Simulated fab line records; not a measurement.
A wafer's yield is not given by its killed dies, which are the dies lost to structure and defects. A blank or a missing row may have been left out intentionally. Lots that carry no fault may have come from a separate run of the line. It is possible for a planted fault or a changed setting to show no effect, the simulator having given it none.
Chamber matching -- flow n5Finfet -- rieDiel-02 running N5_GATE_CUT_STRIP_59: 4 sister chambers
The step strips in N2/H2, time 20 s. 4 wafers are shown with their chamber, then 9 later ones without.

== EACH WAFER AND ITS CHAMBER ==
wafer,chamber,drypumpMotorCurrentA (A)
L074.6,3,5.6
L085.4,2,6.5
L088.4,0,5.0
L088.5,1,5.8

== WAFERS WHOSE CHAMBER IS MISSING ==
wafer,drypumpMotorCurrentA (A)
L092.1,5.6
L092.2,5.8
L092.5,5.6
L093.3,5.8
L093.4,5.1
L093.6,5.6
L097.1,5.8
L097.2,5.1
L097.5,5.8

== THE CHAMBER EACH PASSED THROUGH ==
wafer,from the rows above,in truth
L092.1,3,3
L092.2,1,1
L092.5,3,3
L093.3,1,1
L093.4,0,0
L093.6,3,3
L097.1,1,1
L097.2,0,0
L097.5,1,1
Placed correctly: 9 of 9. Can't be placed from these rows: 0. Number placed wrongly: 0.
How it was worked out, from the rows above alone: a wafer's distance from a chamber is the root of the sum, over the readings, of the square of ((its reading less the chamber's mean) divided by the reading's scatter). The wafer belongs to the nearest chamber; if the next one is less than 2 further off, it can't be placed. Each chamber's mean is taken over the wafers shown for it. The scatter: root of mean squared gap, hidden wafer to nearest shown wafer, with one shown wafer a chamber.
